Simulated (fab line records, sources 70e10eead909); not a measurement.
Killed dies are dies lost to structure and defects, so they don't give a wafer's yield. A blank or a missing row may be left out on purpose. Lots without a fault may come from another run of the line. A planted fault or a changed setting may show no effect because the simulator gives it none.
Chamber matching | flow nand_harc | NHARC_A_CONTACT_ETCH_92 on rie_diel-13: 4 sister chambers
The step etches the open film in CH3F/O2, target depth 40 nm, time 85.7 s. 4 wafers are shown with their chamber, then 7 later ones without.

WAFERS WITH THEIR CHAMBER
wafer  | chamber | showerhead_plenum_p_Torr (Torr)
L084.4 | 2       | 2.34
L084.5 | 0       | 2.33
L089.4 | 1       | 2.45
L089.5 | 3       | 2.47

WAFERS WITHOUT THEIR CHAMBER
wafer  | showerhead_plenum_p_Torr (Torr)
L089.6 | 2.32
L085.3 | 2.47
L085.4 | 2.34
L085.5 | 2.47
L092.2 | 2.34
L092.3 | 2.47
L092.6 | 2.34

WHICH CHAMBER EACH WENT THROUGH
wafer  | from the rows above | in truth
L089.6 | 0                   | 0
L085.3 | 3                   | 3
L085.4 | 2                   | 2
L085.5 | 3                   | 3
L092.2 | 2                   | 2
L092.3 | 3                   | 3
L092.6 | 2                   | 2
Placed correctly: 7 of 7. Can't be placed from these rows: 0. Placed wrongly: 0.
How it was worked out, from the rows above alone: a wafer's distance from a chamber is the root of the sum, over the readings, of the square of ((its reading less the chamber's mean) divided by the reading's scatter). The wafer belongs to the nearest chamber; if the next one is less than 2 further off, it can't be placed. A chamber's mean is the mean of its shown wafers. The scatter: with one shown wafer a chamber, the root of the mean of the squares of how far each hidden wafer lies from its nearest shown one.
